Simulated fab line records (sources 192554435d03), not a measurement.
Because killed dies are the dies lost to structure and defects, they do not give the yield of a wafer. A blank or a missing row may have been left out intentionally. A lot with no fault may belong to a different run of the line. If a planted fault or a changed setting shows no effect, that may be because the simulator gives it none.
fab line records	flow n5Finfet
record lots=7	wafers=19	lastDay=19
route steps=1938 shown HKMG_FIN@423 BEOL_M4@1111 PASSIVATION@1936
lots untouched by any fault: they come from a run of this same line in which no faults occurred
startH: start of the lot's first displayed wafer, in hours after the record's first day	waitH: hours from the lot's prior step to this one	" same as the row above	L1.1+2: one row covering several wafers at once	- either no value or no given start	* or withheld: withheld	< > ~ a bound
route shown NAME@n: a module of which the file shows steps, and the number in the route of the first	usual: mean/standard deviation taken from wafers without a fault	same: alike in all rows	chamber/n: place in a boat	sites: readings site by site	_std_site: standard deviation across them	_edge_site: outer sites' mean less inner sites'	radiusMm: for every site, how far away it sits from the centre of the wafer	mask NAME#n: copy n	behind: the tool/chamber that last shaped the wafer	hold: cause of the lot's hold/its duration in hours/its outcome	device: the n, p or np transistor that did not switch	end of line: tests of these same wafers at the route's end	for a step that has no rows: nothing shown but its recipe	killed: the dies lost at the first sort to structure and to defects; this is not the yield of the wafer	map: a wafer's dies, marking killed ones x, the rest . and places with no die _
set.NAME: the run value of the setting; set.NAME@STEP: its run value at that earlier step	model.NAME: the simulator's own value behind a step, which no gauge read
certain route steps with their lots: each step a table, each wafer a row
services: the hour from which a tool's chamber was out of use, counted from the record's first day as startH (under 0 if before that day), plus the number of hours and why
## steps
# step N5_HKMG_FIN_COAT_30
# recipe resist=SiARC	tempC=220	timeS=60	spinRpm=1500	resistThkNm=35
# step N5_HKMG_FIN_COAT_06
# recipe resist=CAR-ArF	spinRpm=1500	resistThkNm=90
# step N5_HKMG_FIN_EBR_08
# recipe solvent=PGMEA	ebrWidthMm=1.5
# step N5_HKMG_FIN_SOFTBAKE_07
# recipe tempC=110	timeS=60	resist=CAR-ArF
# step N5_HKMG_FIN_EXPOSE_09
# recipe maskId=NWFM	na=1.35	sourceShape=conventional	sigmaOuter=0.8	polarization=unpolarized	doseMj=39.25
# step N5_HKMG_FIN_PEB_10
# recipe pebTempC=withheld	pebTimeS=60	resist=CAR-ArF
# step N5_HKMG_FIN_DEVELOP_11
# recipe developTimeS=30	developer=TMAH	resist=CAR-ArF	devTempC=23	rinseLiquid=diw	dry=airSpin
# step N5_HKMG_FIN_CD_MEAS_12
# recipe targetCdNm=92.8	landingEnergyEv=500	detector=seInlens
# usual cdNm=92.9/0.49
lot.wafer	tool	chamber	startH	waitH	cdNm
L391.2	cdSem-03	0	106.70	-	93.2
L391.6	"	0	"	"	93.1
L394.1	cdSem-02	0	123.68	-	92.5
L394.6	"	0	"	"	92.4
L395.1	cdSem-03	0	128.44	-	93.0
L395.2	"	0	"	"	92.7
L395.6	"	0	"	"	93.1
L396.1	cdSem-02	0	134.75	-	92.5
L396.3	"	0	"	"	91.9
L396.6	"	0	"	"	93.0
L400.3	cdSem-01	0	159.50	-	92.6
L400.5	"	0	"	"	93.1
L400.6	"	0	"	"	93.2
L403.2	cdSem-01	0	178.32	-	92.7
L403.4	"	0	"	"	92.4
L403.5	"	0	"	"	92.4
L409.3	cdSem-03	0	219.68	-	93.4
L409.4	"	0	"	"	93.3
L409.6	"	0	"	"	93.7
# step N5_HKMG_FIN_OVL_MEAS_13
# recipe pointsPerWafer=44
# usual NWFM_OVL=0.4/0.59
lot.wafer	tool	chamber	startH	waitH	NWFM_OVL[nm]
L391.2	overlay-01	0	106.73	0.0	-0.3
L391.6	"	0	"	"	-0.2
L394.1	overlay-02	0	123.71	0.0	0.9
L394.6	"	0	"	"	0.8
L395.1	overlay-01	0	128.47	0.0	0.3
L395.2	"	0	"	"	0.6
L395.6	"	0	"	"	1.1
L396.1	overlay-02	0	134.78	0.0	-0.1
L396.3	"	0	"	"	0.3
L396.6	"	0	"	"	0.3
L400.3	overlay-01	0	159.53	0.0	0.8
L400.5	"	0	"	"	0.2
L400.6	"	0	"	"	0.8
L403.2	overlay-02	0	178.35	0.0	-0.4
L403.4	"	0	"	"	0.1
L403.5	"	0	"	"	0.0
L409.3	overlay-01	0	219.71	0.0	-0.9
L409.4	"	0	"	"	0.1
L409.6	"	0	"	"	-0.1
# step N5_HKMG_FIN_INSPECT_14
# recipe mode=adi	inspectInstrument=macro
# usual rawDefectCount=2.1/1.5
lot.wafer	tool	chamber	startH	waitH	rawDefectCount
L391.2	defectInspect-02	-	106.75	0.0	3
L391.6	"	-	"	"	1
L394.1	defectInspect-02	-	123.74	0.0	2
L394.6	"	-	"	"	2
L395.1	defectInspect-02	-	128.49	0.0	1
L395.2	"	-	"	"	6
L395.6	"	-	"	"	1
L396.1	defectInspect-01	-	134.81	0.0	2
L396.3	"	-	"	"	1
L396.6	"	-	"	"	0
L400.3	defectInspect-01	-	159.55	0.0	4
L400.5	"	-	"	"	1
L400.6	"	-	"	"	3
L403.2	defectInspect-01	-	178.38	0.0	1
L403.4	"	-	"	"	3
L403.5	"	-	"	"	4
L409.3	defectInspect-02	-	219.74	0.0	2
L409.4	"	-	"	"	1
L409.6	"	-	"	"	3
# step N5_HKMG_FIN_DESCUM_17
# recipe chemistry=O2	timeS=7.9	sourcePowerW=50	biasPowerW=20	pressureMtorr=20	rfFrequencyHz=2.712e+07	tempC=40	resist=CAR-ArF	o2FlowSccm=225
# usual drypumpMotorCurrentA=5.8/0.51	oesProductAu=0.78/0.078	rfVppV=243.3/1.2	showerheadPlenumPTorr=2.10/0.049	tempC=40.01/0.1	throttleValvePct=20.52/0.17
lot.wafer	tool	chamber	startH	waitH	drypumpMotorCurrentA	oesProductAu	rfHoursCounterH	rfVppV	showerheadPlenumPTorr	tempC	throttleValvePct
L391.2	rieDiel-04	0	106.78	0.0	6.2	0.69	229	242.9	2.15	40.06	20.53
L391.6	"	2	"	"	5.5	0.73	-	243.1	2.09	40.02	20.64
L394.1	rieDiel-04	1	123.77	0.0	6.2	0.69	237	243.2	2.05	39.97	20.55
L394.6	"	0	"	"	6.2	0.68	-	243.9	2.15	40.02	20.54
L395.1	rieDiel-01	2	128.53	0.0	5.0	0.71	225	244.4	2.16	39.88	20.37
L395.2	"	3	"	"	5.2	0.78	108	243.2	2.10	40.02	20.69
L395.6	"	0	"	"	6.5	0.89	-	242.8	2.05	40.03	20.31
L396.1	rieDiel-04	2	134.84	0.0	5.5	0.72	164	242.0	2.09	40.08	20.66
L396.3	"	3	"	"	5.5	0.99	1	244.5	2.14	39.94	20.21
L396.6	"	3	"	"	5.5	0.99	-	243.5	2.14	39.96	20.20
L400.3	rieDiel-01	3	159.58	0.0	5.1	0.77	120	242.6	2.10	39.95	20.70
L400.5	"	0	"	"	6.5	0.87	-	241.7	2.04	39.77	20.31
L400.6	"	1	"	"	5.6	0.76	-	242.6	2.10	40.04	20.66
L403.2	rieDiel-01	3	178.98	0.6	5.2	0.77	125	242.5	2.10	40.10	20.73
L403.4	"	2	"	"	5.0	0.69	243	244.3	2.15	40.02	20.38
L403.5	"	0	"	"	6.5	0.87	-	241.6	2.04	40.06	20.32
L409.3	rieDiel-04	2	219.99	0.3	5.5	0.70	198	243.0	2.07	39.98	20.71
L409.4	"	2	"	"	5.6	0.70	-	242.3	2.07	40.08	20.73
L409.6	"	1	"	"	6.2	0.96	-	242.1	2.05	40.04	20.19
# step N5_HKMG_FIN_ETCH_31
# recipe chemistry=CF4	target=SiARC	targetDepthA=455	maskMaterial=CAR-ArF	timeS=75.8	ionEnergyEv=80	pressureMtorr=40	sourceW=545	biasW=36	Ar_flow_sccm=100	cf4FlowSccm=100	ends=cleared
# usual drypumpMotorCurrentA=5.8/0.51	etchRfOnTimeS=75.9/1.1	oesProductAu=0.66/0.065	rfVppV=184.2/0.96	showerheadPlenumPTorr=2.15/0.047	throttleValvePct=15.70/0.16
lot.wafer	tool	chamber	startH	waitH	drypumpMotorCurrentA	etchRfOnTimeS	oesProductAu	rfHoursCounterH	rfVppV	showerheadPlenumPTorr	throttleValvePct
L391.2	rieDiel-04	0	106.82	0.0	6.2	76.5	0.59	229	185.2	2.20	15.76
L391.6	"	2	"	"	5.6	76.9	0.62	-	185.1	2.14	15.87
L394.1	rieDiel-04	1	123.81	0.0	6.2	77.3	0.59	237	183.7	2.11	15.81
L394.6	"	0	"	"	6.2	79.4	0.57	-	185.1	2.20	15.77
L395.1	rieDiel-01	2	128.56	0.0	5.0	75.9	0.60	225	184.2	2.20	15.62
L395.2	"	3	"	"	5.2	73.4	0.68	108	185.1	2.15	15.82
L395.6	"	0	"	"	6.5	75.1	0.76	-	182.0	2.10	15.45
L396.1	rieDiel-04	2	134.88	0.0	5.5	76.8	0.61	164	184.5	2.14	15.87
L396.3	"	3	"	"	5.5	75.4	0.85	1	183.5	2.20	15.43
L396.6	"	3	"	"	5.5	75.3	0.84	-	185.0	2.20	15.43
L400.3	rieDiel-01	3	159.62	0.0	5.3	75.9	0.66	120	183.9	2.15	15.83
L400.5	"	0	"	"	6.5	76.9	0.73	-	183.0	2.10	15.47
L400.6	"	1	"	"	5.6	76.5	0.65	-	185.1	2.14	15.79
L403.2	rieDiel-01	3	179.01	0.0	5.2	75.3	0.66	125	184.9	2.15	15.84
L403.4	"	2	"	"	5.0	76.3	0.58	243	184.2	2.20	15.68
L403.5	"	0	"	"	6.5	76.0	0.73	-	183.9	2.09	15.47
L409.3	rieDiel-04	2	220.03	0.0	5.5	77.5	0.59	198	183.5	2.13	15.94
L409.4	"	2	"	"	5.6	77.6	0.59	-	184.5	2.13	15.94
L409.6	"	1	"	"	6.2	75.4	0.82	-	182.8	2.10	15.34
# step N5_HKMG_FIN_ETCH_32
# recipe chemistry=N2/H2	target=SOC	targetDepthA=2400	tempC=40	timeS=300	ionEnergyEv=200	maskMaterial=SiARC	pressureMtorr=30	sourceW=840	biasW=150	n2FlowSccm=200	h2FlowSccm=200
# usual drypumpMotorCurrentA=5.8/0.51	h2FlowSccm=199.9/0.58	oesProductAu=0.78/0.077	rfVppV=524.3/1.8	showerheadPlenumPTorr=2.56/0.059	tempC=40.00/0.11	throttleValvePct=17.95/0.17
lot.wafer	tool	chamber	startH	waitH	drypumpMotorCurrentA	h2FlowSccm	oesProductAu	rfHoursCounterH	rfVppV	showerheadPlenumPTorr	tempC	throttleValvePct	model.etch.depthNm	model.HKMG_FIN.featureDepthNm	model.SiARC_of_HKMG_FIN_COAT_30.thkNm
L391.2	rieDiel-04	0	106.87	0.0	6.2	200.1	0.84	229	526.3	2.62	39.91	17.97	321.8	321.8	16.2
L391.6	"	2	"	"	5.5	199.9	0.73	-	522.8	2.54	40.06	18.12	237.9	237.8	21.4
L394.1	rieDiel-04	1	123.86	0.0	6.3	200.4	0.84	237	523.6	2.50	40.09	18.04	322	322	16.6
L394.6	"	0	"	"	6.2	200.3	0.68	-	525.6	2.61	40.06	17.94	233.7	233.6	21.6
L395.1	rieDiel-01	2	128.62	0.0	5.0	199.8	0.70	225	525.2	2.61	39.81	17.73	238.2	238.2	21
L395.2	"	3	"	"	5.1	199.7	0.80	108	525.5	2.57	39.82	18.11	245.2	245.2	21
L395.6	"	0	"	"	6.5	199.5	0.90	-	522.8	2.49	39.96	17.73	242.6	242.6	20.8
L396.1	rieDiel-04	2	134.93	0.0	5.5	200.6	0.89	165	522.3	2.53	39.85	18.16	324.7	324.6	16.4
L396.3	"	3	"	"	5.5	199.6	0.99	1	525.8	2.61	39.91	17.73	243.5	243.4	21
L396.6	"	3	"	"	5.5	198.9	0.99	-	525.0	2.61	39.92	17.73	244.1	244	21
L400.3	rieDiel-01	3	159.67	0.0	5.2	200.2	0.78	120	524.4	2.57	40.01	18.14	241.7	241.8	21.4
L400.5	"	0	"	"	6.5	199.5	0.87	-	522.8	2.49	39.91	17.74	242.3	242.4	21
L400.6	"	1	"	"	5.6	200.8	0.77	-	523.9	2.54	39.94	18.07	241.2	241.2	21.4
L403.2	rieDiel-01	3	179.07	0.0	5.2	201.8	0.77	125	524.3	2.56	39.95	18.15	243.9	243.8	21
L403.4	"	2	"	"	5.0	200.3	0.70	243	527.1	2.60	40.07	17.73	240.9	240.8	20.8
L403.5	"	0	"	"	6.5	200.9	0.86	-	521.7	2.48	39.92	17.74	242.9	242.8	21
L409.3	rieDiel-04	2	220.08	0.0	5.6	199.5	0.70	198	522.1	2.52	40.18	18.19	236.8	236.8	21.4
L409.4	"	2	"	"	5.6	199.4	0.69	-	523.9	2.52	40.04	18.19	236.2	236.2	21.6
L409.6	"	1	"	"	6.2	200.4	0.96	-	521.9	2.49	40.01	17.55	243.3	243.2	21
# step N5_HKMG_FIN_STRIP_33
# recipe chemistry=N2/H2	tempC=40	n2FlowSccm=200	h2FlowSccm=200	rfFrequencyHz=6e+07
# step N5_BEOL_M4_RC_MEAS_101
# usual DIBL_N=36.6/1.3	DIBL_P=36.4/1.4	IOFF_N=0.167/0.023	IOFF_P=0.219/0.029	ION_N=678/8.7	ION_P=464/6.4	SS_N=71.5/0.53	SS_P=73.4/0.57	VT_N=248.5/2.8	VT_P=-249/3.1
lot.wafer	tool	chamber	startH	waitH	DIBL_N[mV/V]	DIBL_P[mV/V]	IOFF_N[nA/um]	IOFF_P[nA/um]	ION_N[uA/um]	ION_P[uA/um]	SS_N[mV/dec]	SS_P[mV/dec]	VT_N[mV]	VT_P[mV]
L391.2	prober-02	0	201.24	0.2	35.5	35.2	0.142	0.242	675	480	72.1	72.8	251.9	-244
L391.6	"	0	"	"	35.3	34.9	0.135	0.232	676	473	71.5	73.0	255.2	-247
L394.1	prober-02	0	254.65	0.0	36.8	36.3	0.165	0.234	671	467	71.4	73.5	247.1	-247
L394.6	"	0	"	"	35.5	34.7	0.141	0.202	676	466	71.0	72.3	249.9	-247
L396.1	prober-01	0	283.19	0.0	36.5	36.2	0.178	0.202	677	461	71.8	72.7	246.3	-249
L396.3	"	0	"	"	35.3	35.3	0.153	0.196	667	459	71.9	73.3	248.6	-250
L396.6	"	0	"	"	37.0	37.4	0.185	0.225	681	460	71.5	73.7	243.9	-249
L395.1	prober-01	0	300.00	0.0	36.7	38.2	0.209	0.269	681	470	71.9	73.9	245.7	-246
L395.2	"	0	"	"	36.2	37.5	0.190	0.247	682	466	71.6	73.7	246.2	-246
L395.6	"	0	"	"	37.3	39.1	0.214	0.276	679	467	72.0	74.4	246.3	-247
L400.3	prober-01	0	308.82	0.3	37.4	37.2	0.193	0.231	675	461	71.2	73.1	246.4	-248
L400.5	"	0	"	"	35.9	35.8	0.157	0.210	670	457	71.6	73.3	249.6	-249
L400.6	"	0	"	"	35.7	35.4	0.152	0.201	677	460	71.9	73.5	249.6	-251
L403.2	prober-02	0	335.03	0.2	38.4	39.2	0.187	0.234	688	464	71.0	74.2	249.4	-251
L403.4	"	0	"	"	36.8	36.9	0.157	0.203	677	461	70.6	74.0	250.3	-252
L403.5	"	0	"	"	37.0	36.7	0.159	0.202	674	465	71.0	73.6	251.1	-250
L409.3	prober-02	0	351.72	0.3	36.3	37.9	0.161	0.207	675	468	71.6	72.9	251.6	-251
L409.4	"	0	"	"	34.9	35.4	0.138	0.168	667	456	71.0	71.8	251.8	-255
L409.6	"	0	"	"	35.5	36.8	0.152	0.197	676	461	70.6	72.7	248.2	-250
# step N5_PASSIVATION_PROBE_49
# usual defectLimitedYield=91.6/1.6	killed_at_M0_to_M3=32/9.7	killed_at_M4_up=13/4.4	killedAtContacts=12/6.5	killedAtFrontEnd=38/12	killedAtOther=3.7/3	killedDies=99/18	killedOnRim=13/3.9	killedOpen=66/14	killedShort=32/7.5	sort_bin_5_function=4.9/1	sort_bin_6_memory=3.2/0.73	sortNPass=1081/18	sortYieldPct=91.6/1.6
# same grossDies=1180	killedAtBackSide=0	sort_bin_4_leakage[%]=0	sort_bin_8_speed[%]=0
lot.wafer	tool	chamber	startH	waitH	defectLimitedYield[%]	killed_at_M0_to_M3	killed_at_M4_up	killedAtContacts	killedAtFrontEnd	killedAtOther	killedDies	killedOnRim	killedOpen	killedShort	sort_bin_5_function[%]	sort_bin_6_memory[%]	sortNPass	sortYieldPct[%]
L394.1	prober-02	-	353.67	0.0	94.8	13	14	3	26	5	61	13	39	21	3.0	1.9	1119	94.8
L395.1	prober-02	-	408.31	0.0	93.1	24	11	18	28	1	82	10	55	25	4.5	2.5	1098	93.1
L395.2	prober-02	-	408.36	0.1	91.3	25	10	24	40	4	103	14	66	36	4.4	3.9	1077	91.3
L395.6	prober-02	-	408.56	0.3	94.2	20	10	11	25	3	69	10	46	23	3.0	2.8	1111	94.2
L400.5	prober-01	-	409.19	0.2	90.9	40	12	13	40	2	107	11	69	38	5.6	3.2	1073	90.9
# killed by level:class
L394.1 BEOL_M3:geometricParticle:open=7 GATE_CUT:geometricParticle:open=6 FIN_SAQP:geometricParticle:open=3 GATE_CUT:geometricParticle:short=3 MIM_TOP_ETCH:geometricParticle:short=3 MOL_CONTACT_COAG:geometricParticle:open=3 BEOL_M4:geometricParticle:open=3 BEOL_M5:geometricParticle:short=3
L395.1 MOL_CONTACT_COAG:geometricParticle:open=11 STI_FIN_REVEAL:geometricParticle:open=6 BEOL_M1:geometricParticle:open=6 BEOL_M3:geometricParticle:open=6 MOL_CONTACT_COAG:geometricParticle:short=5 FIN_SAQP:geometricParticle:open=4 DUMMY_GATE:geometricParticle:open=3 GATE_CUT:geometricParticle:short=3
L395.2 MOL_CONTACT_COAG:geometricParticle:open=19 STI_FIN_REVEAL:geometricParticle:open=7 BEOL_M0_SAQP:geometricParticle:short=7 BEOL_M0_SAQP:geometricParticle:open=7 GATE_CUT:geometricParticle:open=6 BEOL_M3:geometricParticle:open=5 MOL_CONTACT_COAG:geometricParticle:short=5 DUMMY_GATE:geometricParticle:open=4
L395.6 MOL_CONTACT_COAG:geometricParticle:open=8 BEOL_M3:geometricParticle:open=8 BEOL_M1:geometricParticle:open=6 DUMMY_GATE:geometricParticle:open=5 DUMMY_GATE:geometricParticle:short=4 BEOL_M7:geometricParticle:open=4 MOL_CONTACT_COAG:geometricParticle:short=3 STARTING-WAFER:geometricParticle:open=3
L400.5 BEOL_M0_SAQP:geometricParticle:short=12 FIN_SAQP:geometricParticle:open=9 FIN_SAQP:geometricParticle:short=9 MOL_CONTACT_COAG:geometricParticle:open=9 STI_FIN_REVEAL:geometricParticle:open=7 BEOL_M2:geometricParticle:open=7 BEOL_M0_SAQP:geometricParticle:open=6 BEOL_M0:geometricParticle:open=5
## services
tool	chamber	startH	hours	kind
rieDiel-04	3	101.78	-	clean
rieDiel-04	3	101.78	-	consumableReplace:focusRing
rieDiel-04	3	101.78	28.4	scheduledDown
rieDiel-04	3	101.78	28.4	ventCycle
rieDiel-04	-	119.54	2.3	repair
rieDiel-04	0	160.67	-	clean
rieDiel-04	0	160.67	-	consumableReplace:focusRing
rieDiel-04	0	160.67	25.2	scheduledDown
rieDiel-04	0	160.67	25.2	ventCycle
rieDiel-04	1	176.16	8.1	repair
rieDiel-01	0	182.28	1.9	repair
rieDiel-04	1	185.89	-	clean
rieDiel-04	1	185.89	-	consumableReplace:focusRing
rieDiel-04	1	185.89	27.9	scheduledDown
rieDiel-04	1	185.89	27.9	ventCycle
rieDiel-01	2	190.80	1.6	repair
rieDiel-01	2	204.69	-	clean
rieDiel-01	2	204.69	-	consumableReplace:focusRing
rieDiel-01	2	204.69	23.2	scheduledDown
rieDiel-01	2	204.69	23.2	ventCycle
rieDiel-04	0	214.62	7.9	repair
## key
firstSign none at tools or gauges
modelEffect step=N5_HKMG_FIN_ETCH_32	value=etch.depthNm	without=237	struck=322.8
metAt N5_HKMG_FIN_ETCH_32
struckWafers L391.2,L394.1,L396.1
fault kind=processParameterDrift	tool=rieDiel-04	chamber=-	onsetH=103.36	steps=N5_HKMG_FIN_ETCH_32	channel=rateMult	offset=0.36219	shape=step	endH=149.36	scope=struckWafersOnly
